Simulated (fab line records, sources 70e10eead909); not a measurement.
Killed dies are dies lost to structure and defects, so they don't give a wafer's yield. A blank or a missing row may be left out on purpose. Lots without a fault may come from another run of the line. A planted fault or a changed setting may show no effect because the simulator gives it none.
fab line records | flow nand_harc
record lots=6 wafers=18 last_day=32
route steps=1302 shown A_CHANNEL_HOLE_D2@583 END@1302
lots that met no fault: from a run of the same line without faults
start_h: hours from the record's first day to the start of the lot's first wafer shown | wait_h: hours since the lot's step before | " the same as in the row above | L1.1+2: a row that stands for several wafers | - no value, or no start given | * or withheld: withheld | < > ~ a bound
route shown NAME@n: a module of which the file shows steps, and the number in the route of the first | usual: mean/standard deviation of fault-free wafers | same: alike in all rows | chamber/n: place in a boat | sites: the reading at each site | _std_site: their standard deviation | _edge_site: outer sites' mean less inner sites' | radius_mm: how far each site lies from the wafer's centre | mask NAME#n: copy n | behind: the tool/chamber that last shaped the wafer | hold: why the lot was held/for how many hours/how that ended | device: the transistor (n, p or np) that didn't switch | end of line: the same wafers' tests at the end of the route | a step without rows: its recipe alone | killed: dies lost to structure and defects at the first sort, not the wafer's yield | map: a wafer's dies, x killed, . not, _ none there
set.NAME: the setting as run; set.NAME@STEP: as run at that earlier step | model.NAME: the simulator's own value behind a step, which no gauge read
lots at some steps of the route; a table a step, a row a wafer
services: from which hour (start_h, from the record's first day; less than 0 if before it) a tool's chamber was out of use, for how many hours, and why
## steps
# step NHARC_A_CHANNEL_HOLE_D2_OVL_MEAS_11
# usual overlay_x_nm=0.2/0.97 overlay_y_nm=0.0/0.87
# columns lot.wafer tool chamber start_h wait_h overlay_x_nm overlay_y_nm
L507.1 overlay-01 - 292.66 - 0.8 -0.6
L507.5 " - " " 1.1 0.0
L507.6 " - " " 1.0 0.7
L517.2 overlay-01 - 382.74 - 0.6 0.3
L517.5 " - " " 0.6 0.7
L517.6 " - " " 0.1 0.6
L516.2 overlay-01 - 383.69 - 0.0 1.4
L516.5 " - " " -0.1 1.5
L516.6 " - " " -0.6 1.2
L526.1 overlay-01 - 486.96 - 1.0 0.4
L526.4 " - " " 1.3 0.0
L526.5 " - " " 1.2 0.7
L527.2 overlay-01 - 500.77 - 0.7 0.1
L527.5 " - " " 0.9 0.6
L527.6 " - " " 0.3 0.5
L530.2 overlay-01 - 520.47 - -1.0 0.2
L530.5 " - " " -1.4 0.5
L530.6 " - " " -0.8 0.6
# step NHARC_A_CHANNEL_HOLE_D2_INSPECT_12
# usual raw_defect_count=29/23
# columns lot.wafer tool chamber start_h wait_h raw_defect_count
L507.1 defect_inspect-01 - 292.70 0.0 7
L507.5 " - " " 4
L507.6 " - " " 5
L517.2 defect_inspect-02 - 382.78 0.0 69
L517.5 " - " " 55
L517.6 " - " " 64
L516.2 defect_inspect-02 - 383.73 0.0 3
L516.5 " - " " 4
L516.6 " - " " 7
L526.1 defect_inspect-01 - 486.99 0.0 16
L526.4 " - " " 18
L526.5 " - " " 22
L527.2 defect_inspect-02 - 500.80 0.0 20
L527.5 " - " " 20
L527.6 " - " " 21
L530.2 defect_inspect-02 - 520.51 0.0 2
L530.5 " - " " 8
L530.6 " - " " 2
# step NHARC_A_CHANNEL_HOLE_D2_DESCUM_15
# recipe time_s=3 o2_flow_sccm=200 ar_flow_sccm=0 bias_power_w=0 chemistry=O2
# step NHARC_A_CHANNEL_HOLE_D2_ETCH_38
# recipe target_depth_a=390 over_etch_frac=0.3 time_s=65 ion_energy_ev=80 cf4_flow_sccm=150 ar_flow_sccm=0 rf_w=300 bias_w=100 chemistry=CF4
# usual drypump_motor_current_A=5.8/0.37 oes_product_au=0.999/0.013 rf_vpp_V=151.3/1 showerhead_plenum_p_Torr=1.77/0.04 throttle_valve_pct=13.284/0.0086
# columns lot.wafer tool chamber start_h wait_h drypump_motor_current_A oes_product_au rf_hours_counter_h rf_vpp_V showerhead_plenum_p_Torr throttle_valve_pct
L507.1 rie_diel-09 3 292.86 0.1 6.3 1.018 6.2 151.8 1.76 13.284
L507.5 " 1 " " 6.2 0.974 - 151.2 1.79 13.287
L507.6 " 2 " " 6.0 0.993 - 151.3 1.83 13.280
L517.2 rie_diel-02 2 382.93 0.1 5.5 1.006 8.2 152.7 1.80 13.284
L517.5 " 1 " " 5.5 0.999 - 152.3 1.78 13.283
L517.6 " 2 " " 5.5 1.005 - 150.4 1.80 13.284
L516.2 rie_diel-09 1 383.91 0.1 6.2 0.999 3.1 151.8 1.79 13.277
L516.6 " 2 " " 6.0 1.013 - 153.4 1.83 13.279
L516.5 " 0 " " 5.6 0.977 - 150.5 1.70 13.287
L526.1 rie_diel-02 2 487.14 0.1 5.5 1.010 5.0 151.4 1.80 13.277
L526.4 " 0 " " 5.6 1.012 5.2 152.3 1.81 13.291
L526.5 " 2 " " 5.5 1.011 - 152.1 1.80 13.282
L527.2 rie_diel-12 0 500.96 0.1 5.6 0.988 2.9 153.4 1.82 13.293
L527.6 " 0 " " 5.5 0.986 - 151.3 1.82 13.293
L527.5 " 1 " " 5.9 1.002 - 150.8 1.74 13.284
L530.2 rie_diel-12 0 520.67 0.1 5.6 0.978 5.0 153.3 1.82 13.276
L530.6 " 2 " " 5.2 1.012 - 149.9 1.72 13.295
L530.5 " 3 " " 6.6 0.997 - 149.4 1.76 13.279
# step NHARC_A_CHANNEL_HOLE_D2_ETCH_39
# recipe target_depth_a=2600 over_etch_frac=0.3 time_s=325 ion_energy_ev=200 n2_flow_sccm=150 h2_flow_sccm=150 ar_flow_sccm=0 rf_w=400 bias_w=150 chemistry=N2/H2
# step NHARC_A_CHANNEL_HOLE_D2_ETCH_34
# recipe target_depth_a=1540 time_s=77 cf4_flow_sccm=100 chf3_flow_sccm=30 ar_flow_sccm=0 rf_w=500 bias_w=200 chemistry=CF4/CHF3
# usual drypump_motor_current_A=5.8/0.37 oes_product_au=0.957/0.019 rf_vpp_V=370.6/1.5 showerhead_plenum_p_Torr=1.57/0.036 throttle_valve_pct=16.802/0.0092
# columns lot.wafer tool chamber start_h wait_h drypump_motor_current_A oes_product_au rf_hours_counter_h rf_vpp_V showerhead_plenum_p_Torr throttle_valve_pct
L507.1 rie_diel-09 1 - - 6.2 0.947 6.9 371.7 1.59 16.803
L507.6 " 1 " " 6.2 0.942 - 370.4 1.59 16.799
L507.5 " 2 " " 5.9 0.958 - 373.4 1.63 16.812
L517.2 rie_diel-02 1 - - 5.5 0.924 7.7 371.2 1.58 16.798
L517.6 " 2 " " 5.5 0.936 - 371.3 1.60 16.775
L517.5 " 3 " " 5.9 0.925 - 368.7 1.54 16.821
L516.2 rie_diel-09 2 - - 6.0 0.965 3.5 372.8 1.63 16.803
L516.5 " 1 " " 6.2 0.951 - 369.8 1.59 16.804
L516.6 " 0 " " 5.6 0.931 - 367.8 1.51 16.803
L526.4 rie_diel-02 1 - - 5.5 0.966 5.2 371.0 1.58 16.797
L526.1 " 2 " " 5.5 0.984 5.1 372.5 1.60 16.814
L526.5 " 1 " " 5.5 0.968 - 371.9 1.58 16.798
L527.2 rie_diel-12 3 - - 6.6 0.965 3.8 370.7 1.56 16.803
L527.6 " 0 " " 5.6 0.943 - 372.1 1.62 16.803
L527.5 " 1 " " 5.9 0.950 - 369.8 1.55 16.798
L530.2 rie_diel-12 1 - - 5.9 0.974 4.0 369.4 1.55 16.794
L530.6 " 3 " " 6.6 0.958 - 370.3 1.56 16.799
L530.5 " 0 " " 5.5 0.936 - 372.0 1.62 16.800
# step NHARC_A_CHANNEL_HOLE_D2_ETCH_16
# recipe target_depth_a=31000 over_etch_frac=0.3 time_s=806 ion_energy_ev=150 o2_flow_sccm=400 cos_flow_sccm=20 ar_flow_sccm=0 rf_w=500 bias_w=300 chemistry=O2/COS
# step NHARC_A_CHANNEL_HOLE_D2_CD_MEAS_18
# usual cd_nm=100/3.7
# columns lot.wafer tool chamber start_h wait_h cd_nm
L507.1 cd_sem-03 - 293.87 - 96
L507.5 " - " " 95
L507.6 " - " " 100
L517.2 cd_sem-03 - 383.95 - 98
L517.5 " - " " 106
L517.6 " - " " 101
L516.2 cd_sem-01 - 385.11 - 97
L516.5 " - " " 97
L516.6 " - " " 95
L526.1 cd_sem-02 - 488.15 - 102
L526.4 " - " " 106
L526.5 " - " " 103
L527.2 cd_sem-03 - 502.30 - 99
L527.5 " - " " 99
L527.6 " - " " 98
L530.2 cd_sem-01 - 521.68 - 100
L530.5 " - " " 103
L530.6 " - " " 99
# step NHARC_A_CHANNEL_HOLE_D2_ETCH_19
# recipe bias_v=1200 source_w=2500 pressure_mtorr=15 time_s=34.5 ar_flow_sccm=375 c4f8_flow_sccm=28.8 o2_flow_sccm=96.2 temp_c=-20 target_depth_a=* chemistry=C4F8/O2/Ar
# step NHARC_A_CHANNEL_HOLE_D2_ETCH_20
# recipe bias_v=3000 source_w=withheld pressure_mtorr=20 time_s=361.9 ar_flow_sccm=375 c4f8_flow_sccm=89.3 o2_flow_sccm=35.7 temp_c=-20 target_depth_a=16000 chemistry=C4F8/O2/Ar
# usual drypump_motor_current_A=6.0/0.45 o2_flow_sccm=35.70/0.11 showerhead_plenum_p_Torr=3.62/0.14 throttle_valve_pct=32.155/0.0091
# columns lot.wafer tool chamber start_h wait_h drypump_motor_current_A o2_flow_sccm rf_hours_counter_h showerhead_plenum_p_Torr throttle_valve_pct
L507.1 har_etch-02 1 296.88 0.1 5.6 35.60 351 3.51 32.150
L507.6 " 0 " " 5.5 35.81 - 3.65 32.154
L507.5 " 1 " " 5.7 35.54 - 3.51 32.161
L517.2 har_etch-01 1 384.13 0.1 6.4 35.54 207 3.67 32.139
L517.5 " 1 " " 6.4 35.56 - 3.67 32.161
L517.6 " 0 " " 6.5 35.67 - 3.49 32.144
L516.2 har_etch-01 0 388.32 0.1 6.5 35.64 211 3.48 32.152
L516.5 " 0 " " 6.5 35.63 - 3.48 32.150
L516.6 " 1 " " 6.4 35.70 - 3.66 32.137
L526.1 har_etch-02 1 488.47 0.1 5.7 35.66 61 3.90 32.138
L526.4 " 1 " " 5.7 35.49 - 3.90 32.161
L526.5 " 0 " " 5.5 35.58 - 3.59 32.141
L527.2 har_etch-01 0 505.95 0.1 6.5 35.73 283 3.45 32.152
L527.5 " 0 " " 6.5 35.60 - 3.45 32.176
L527.6 " 1 " " 6.4 35.70 - 3.63 32.147
L530.2 har_etch-02 1 521.87 0.1 5.7 35.73 80 3.89 32.152
L530.5 " 1 " " 5.6 35.85 - 3.89 32.141
L530.6 " 0 " " 5.5 35.64 - 3.58 32.150
# step NHARC_A_CHANNEL_HOLE_D2_ETCH_21
# recipe bias_v=3000 source_w=withheld pressure_mtorr=20 time_s=514.3 ar_flow_sccm=375 c4f8_flow_sccm=89.3 o2_flow_sccm=35.7 temp_c=-20 target_depth_a=16000 chemistry=C4F8/O2/Ar
# step NHARC_A_CHANNEL_HOLE_D2_ETCH_22
# recipe bias_v=3000 source_w=withheld pressure_mtorr=20 time_s=666.7 ar_flow_sccm=375 c4f8_flow_sccm=89.3 o2_flow_sccm=35.7 temp_c=-20 target_depth_a=16000 chemistry=C4F8/O2/Ar
# step NHARC_A_CHANNEL_HOLE_D2_ETCH_23
# recipe bias_v=5000 source_w=withheld pressure_mtorr=20 time_s=819 ar_flow_sccm=375 c4f8_flow_sccm=89.3 o2_flow_sccm=35.7 temp_c=-20 target_depth_a=16000 chemistry=C4F8/O2/Ar
# usual drypump_motor_current_A=6.0/0.45 o2_flow_sccm=35.71/0.1 showerhead_plenum_p_Torr=3.62/0.14 throttle_valve_pct=32.154/0.0092
# columns lot.wafer tool chamber start_h wait_h drypump_motor_current_A o2_flow_sccm rf_hours_counter_h showerhead_plenum_p_Torr throttle_valve_pct
L507.1 har_etch-02 1 298.26 0.5 5.7 35.69 353 3.51 32.143
L507.6 " 0 " " 5.5 35.68 - 3.65 32.149
L507.5 " 1 " " 5.6 35.58 - 3.51 32.152
L517.2 har_etch-01 1 385.46 0.5 6.4 35.72 208 3.67 32.149
L517.5 " 1 " " 6.4 35.73 - 3.67 32.174
L517.6 " 0 " " 6.6 35.69 - 3.48 32.166
L516.2 har_etch-01 0 389.64 0.5 6.5 35.86 212 3.48 32.154
L516.5 " 0 " " 6.5 35.77 - 3.48 32.169
L516.6 " 1 " " 6.4 35.56 - 3.67 32.150
L526.1 har_etch-02 1 489.79 0.5 5.6 35.83 62 3.90 32.163
L526.4 " 1 " " 5.7 35.66 - 3.90 32.170
L526.5 " 0 " " 5.5 35.62 - 3.59 32.169
L527.2 har_etch-01 0 507.28 0.5 6.5 35.59 284 3.44 32.144
L527.5 " 0 " " 6.5 35.72 - 3.45 32.161
L527.6 " 1 " " 6.4 35.62 - 3.63 32.158
L530.2 har_etch-02 1 523.18 0.5 5.6 35.89 82 3.89 32.145
L530.5 " 1 " " 5.7 35.73 - 3.89 32.154
L530.6 " 0 " " 5.5 35.78 - 3.58 32.144
# step NHARC_A_CHANNEL_HOLE_D2_ETCH_24
# recipe bias_v=5000 source_w=withheld pressure_mtorr=20 time_s=906.2 ar_flow_sccm=375 c4f8_flow_sccm=93.8 o2_flow_sccm=31.2 temp_c=-20 target_depth_a=15000 chemistry=C4F8/O2/Ar
# step NHARC_A_CHANNEL_HOLE_D2_ETCH_25
# recipe bias_v=5000 source_w=withheld pressure_mtorr=20 time_s=1040.2 ar_flow_sccm=375 c4f8_flow_sccm=93.8 o2_flow_sccm=31.2 temp_c=-20 target_depth_a=15000 chemistry=C4F8/O2/Ar
# step NHARC_A_CHANNEL_HOLE_D2_ETCH_26
# recipe bias_v=300 source_w=2000 pressure_mtorr=30 time_s=224.1 ar_flow_sccm=375 c4f8_flow_sccm=11.4 o2_flow_sccm=113.6 temp_c=-20 target_depth_a=3000 chemistry=C4F8/O2/Ar
# usual drypump_motor_current_A=6.0/0.45 o2_flow_sccm=113.5/0.36 showerhead_plenum_p_Torr=3.66/0.15 throttle_valve_pct=24.584/0.0097
# columns lot.wafer tool chamber start_h wait_h drypump_motor_current_A o2_flow_sccm rf_hours_counter_h showerhead_plenum_p_Torr throttle_valve_pct
L507.1 har_etch-02 1 300.52 0.6 5.6 113.8 355 3.54 24.588
L507.6 " 0 " " 5.5 113.1 - 3.69 24.585
L507.5 " 1 " " 5.6 113.7 - 3.54 24.586
L517.2 har_etch-01 1 387.82 0.7 6.4 113.1 210 3.71 24.589
L517.5 " 1 " " 6.4 112.9 - 3.71 24.564
L517.6 " 0 " " 6.6 113.6 - 3.52 24.583
L516.2 har_etch-01 0 391.97 0.7 6.6 113.3 214 3.52 24.590
L516.5 " 0 " " 6.6 113.2 - 3.51 24.593
L516.6 " 1 " " 6.4 114.2 - 3.71 24.588
L526.1 har_etch-02 1 492.14 0.7 5.6 113.8 65 3.95 24.594
L526.4 " 1 " " 5.6 113.3 - 3.95 24.590
L526.5 " 0 " " 5.5 113.1 - 3.63 24.572
L527.2 har_etch-01 0 509.62 0.7 6.5 113.8 286 3.48 24.578
L527.5 " 0 " " 6.5 113.5 - 3.48 24.590
L527.6 " 1 " " 6.4 112.7 - 3.67 24.590
L530.2 har_etch-02 1 525.51 0.7 5.6 113.5 84 3.94 24.590
L530.5 " 1 " " 5.6 114.1 - 3.94 24.588
L530.6 " 0 " " 5.5 114.0 - 3.62 24.569
# step NHARC_A_CHANNEL_HOLE_D2_ETCH_27
# recipe bias_v=400 source_w=2000 pressure_mtorr=25 time_s=90 ar_flow_sccm=375 c4f8_flow_sccm=41.7 o2_flow_sccm=83.3 temp_c=-20 target_depth_a=4000 chemistry=C4F8/O2/Ar
# step NHARC_A_CHANNEL_HOLE_D2_STRIP_41
# recipe n2_flow_sccm=150 h2_flow_sccm=150 ar_flow_sccm=0 bias_w=0 chemistry=N2/H2
# step NHARC_A_CHANNEL_HOLE_D2_STRIP_42
# recipe cf4_flow_sccm=100 chf3_flow_sccm=30 ar_flow_sccm=0 bias_w=0 chemistry=CF4/CHF3
# step NHARC_A_CHANNEL_HOLE_D2_STRIP_43
# recipe o2_flow_sccm=400 cos_flow_sccm=20 ar_flow_sccm=0 bias_w=0 chemistry=O2/COS
# step NHARC_A_CHANNEL_HOLE_D2_ETCH_44
# recipe target_depth_a=1400 overetch_a=140 time_s=77 ion_energy_ev=100 cf4_flow_sccm=80 o2_flow_sccm=20 ar_flow_sccm=0 rf_w=300 bias_w=100 chemistry=CF4/O2
# step NHARC_A_CHANNEL_HOLE_D2_STRIP_28
# recipe o2_flow_sccm=500 ar_flow_sccm=0 bias_w=0 chemistry=O2
# usual drypump_motor_current_A=5.8/0.37 o2_flow_sccm=499.8/1.5 oes_product_au=0.999/0.01 rf_vpp_V=57.9/0.89 showerhead_plenum_p_Torr=3.53/0.077 throttle_valve_pct=17.036/0.0094
# columns lot.wafer tool chamber start_h wait_h drypump_motor_current_A o2_flow_sccm oes_product_au rf_hours_counter_h rf_vpp_V showerhead_plenum_p_Torr throttle_valve_pct
L507.1 rie_diel-12 2 - - 5.3 499.5 1.001 1.6 59.2 3.43 17.050
L507.5 " 2 " " 5.2 499.6 1.001 - 56.7 3.43 17.040
L507.6 " 3 " " 6.6 499.9 0.998 - 58.0 3.51 17.033
L517.2 rie_diel-02 1 - - 5.5 498.9 1.008 8.0 58.4 3.54 17.023
L517.6 " 1 " " 5.5 500.1 1.004 - 58.3 3.54 17.030
L517.5 " 2 " " 5.5 501.7 1.000 - 57.5 3.60 17.042
L516.2 rie_diel-09 2 - - 6.0 499.5 0.999 5.0 58.2 3.64 17.042
L516.5 " 2 " " 6.0 500.3 0.992 - 58.0 3.64 17.029
L516.6 " 3 " " 6.3 498.5 1.003 - 58.4 3.51 17.039
L526.1 rie_diel-02 0 - - 5.6 503.2 1.009 5.8 56.7 3.60 17.032
L526.4 " 1 " " 5.5 499.0 1.010 5.6 57.2 3.54 17.041
L526.5 " 1 " " 5.5 499.6 1.011 - 57.8 3.54 17.039
L527.2 rie_diel-09 0 - - 5.6 495.9 1.006 0.2 58.8 3.38 17.038
L527.5 " 1 " " 6.2 501.6 0.986 - 57.5 3.56 17.032
L527.6 " 2 " " 6.0 498.4 0.996 - 58.1 3.64 17.050
L530.2 rie_diel-12 0 - - 5.6 497.8 0.983 5.5 59.6 3.63 17.030
L530.6 " 2 " " 5.2 500.7 1.003 - 57.6 3.42 17.033
L530.5 " 3 " " 6.7 500.6 0.999 - 57.9 3.50 17.055
# step NHARC_A_CHANNEL_HOLE_D2_PRECLEAN_29
# recipe time_s=* temp_c=50 bath_age_min=0 chemistry=SC1
# step NHARC_A_CHANNEL_HOLE_D2_SRD_30
# step NHARC_A_CHANNEL_HOLE_D2_CD_MEAS_31
# usual cd_nm=90.0/1.7
# columns lot.wafer tool chamber start_h wait_h cd_nm
L507.1 cd_sem-02 - 302.69 - 92.2
L507.5 " - " " 89.8
L507.6 " - " " 93.6
L517.2 cd_sem-01 - 389.60 0.1 87.9
L517.5 " - " " 91.0
L517.6 " - " " 88.8
L516.2 cd_sem-03 - 393.78 0.1 88.9
L516.5 " - " " 88.2
L516.6 " - " " 88.7
L526.1 cd_sem-01 - 493.89 - 88.7
L526.4 " - " " 91.9
L526.5 " - " " 91.7
L527.2 cd_sem-03 - 511.38 - 88.9
L527.5 " - " " 92.2
L527.6 " - " " 89.4
L530.2 cd_sem-03 - 527.26 - 90.6
L530.5 " - " " 92.9
L530.6 " - " " 92.3
# step NHARC_A_CHANNEL_HOLE_D2_XSEM_32
# recipe landing_energy_ev=35000
# usual bot_cd_nm=74.6/1.7 bow_nm=8.59/0.23 tilt_deg=0.08/0.043
# columns lot.wafer tool chamber start_h wait_h bot_cd_nm bow_nm tilt_deg
L507.1 xsem-02 0 302.79 0.1 76.5 8.83 0.06
L507.5 " 0 " " 73.7 8.84 0.06
L507.6 " 0 " " 78.2 8.82 0.06
L517.2 xsem-01 0 389.69 0.1 73.0 8.47 0.04
L517.5 " 0 " " 76.3 8.47 0.04
L517.6 " 0 " " 73.4 11.11 0.04
L516.2 xsem-02 0 393.87 0.1 72.4 11.21 0.10
L516.5 " 0 " " 73.3 11.33 0.10
L516.6 " 0 " " 72.7 8.68 0.10
L526.1 xsem-02 0 493.98 0.1 73.1 8.30 0.11
L526.4 " 0 " " 76.2 8.31 0.11
L526.5 " 0 " " 76.0 8.21 0.11
L527.2 xsem-02 0 511.47 0.1 73.8 8.31 0.05
L527.5 " 0 " " 77.2 8.26 0.05
L527.6 " 0 " " 74.3 8.35 0.05
L530.2 xsem-01 0 527.35 0.1 75.3 8.48 0.10
L530.5 " 0 " " 76.3 8.42 0.10
L530.6 " 0 " " 75.8 8.46 0.10
# step NHARC_A_CHANNEL_HOLE_D2_INSPECT_40
# usual raw_defect_count=300/100
# columns lot.wafer tool chamber start_h wait_h raw_defect_count
L507.1 defect_inspect-01 - 302.88 - 329
L507.5 " - " " 303
L507.6 " - " " 438
L517.2 defect_inspect-01 - 389.78 - 459
L517.5 " - " " 232
L517.6 " - " " 217
L516.2 defect_inspect-02 - 393.96 - 231
L516.5 " - " " 244
L516.6 " - " " 192
L526.1 defect_inspect-02 - 494.08 - 176
L526.4 " - " " 155
L526.5 " - " " 189
L527.2 defect_inspect-02 - 511.57 - 289
L527.5 " - " " 333
L527.6 " - " " 357
L530.2 defect_inspect-02 - 527.45 - 146
L530.5 " - " " 194
L530.6 " - " " 137
# step NHARC_END_SORT_01
# recipe temp_c=25
# usual killed_at_array=54/12 killed_at_other=0.7/1.1 killed_at_periphery=3.9/2.8 killed_dies=59/13 killed_open=3.4/2 killed_short=2.5/1.7
# same gross_dies=677
# columns lot.wafer tool chamber start_h wait_h killed_at_array killed_at_other killed_at_periphery killed_dies killed_open killed_short
L516.6 prober-01 0 655.84 4.0 52 3 3 58 3 2
# killed by level:class
L516.6 A_SLIT:chamber_film_flake=25 A_CHANNEL_HOLE_D2:chamber_film_flake=14 A_CHANNEL_FILL_D2:chamber_film_flake=3 THIN_TSV:chamber_film_flake=3 A_CHANNEL_HOLE_D1:chamber_film_flake=2 A_BONDPAD:chamber_film_flake=2 P_GATE:geometric_particle:short=1 P_M0:geometric_particle:open=1
## services
# columns tool chamber start_h hours kind
rie_diel-09 0 274.60 - clean
rie_diel-09 1 278.84 10.1 repair
rie_diel-02 1 311.72 13.4 repair
rie_diel-09 - 320.10 9.0 pm
rie_diel-12 - 328.39 0.2 repair
rie_diel-12 0 360.44 36.9 repair
xsem-01 - 374.00 14.0 pm
rie_diel-09 3 376.95 15.9 repair
har_etch-02 - 377.00 17.0 pm
har_etch-02 0 377.00 17.0 vent_cycle
har_etch-02 1 377.00 17.0 vent_cycle
rie_diel-02 - 393.77 9.0 pm
har_etch-02 0 394.00 - clean
har_etch-02 0 394.00 - consumable_replace:focus_ring
har_etch-02 1 394.00 - clean
har_etch-02 1 394.00 - consumable_replace:focus_ring
har_etch-02 1 394.00 - consumable_replace:showerhead
rie_diel-12 0 401.27 20.3 repair
rie_diel-09 1 423.97 8.8 repair
rie_diel-09 2 425.46 6.1 repair
rie_diel-12 - 445.40 9.0 pm
rie_diel-12 2 477.75 9.0 repair
rie_diel-09 - 497.10 9.0 pm
rie_diel-12 1 503.73 2.2 repair
## key
first_sign step=NHARC_A_CHANNEL_HOLE_D2_XSEM_32 reading=bow_nm direction=up sigmas=12 usual=8.59 struck=11.22
effect none on later readings
met_at NHARC_A_CHANNEL_HOLE_D2_ETCH_23
struck_wafers L516.2,L516.5,L517.6
tester_left_out L516,L517
fault kind=process_parameter_drift tool=har_etch-01 chamber=0 onset_h=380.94 steps=NHARC_A_CHANNEL_HOLE_D2_ETCH_23 channel=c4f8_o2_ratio offset=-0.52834 shape=step end_h=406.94 acts_in=these_recipes_only stated=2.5
# tester_left_out: of these lots the tester's yield and bins aren't shown, on N5 and GAA mostly nor the transistor test; their killed dies are dies lost to structure and defects alone, not to doping, threshold or leakage, so they don't give the yield
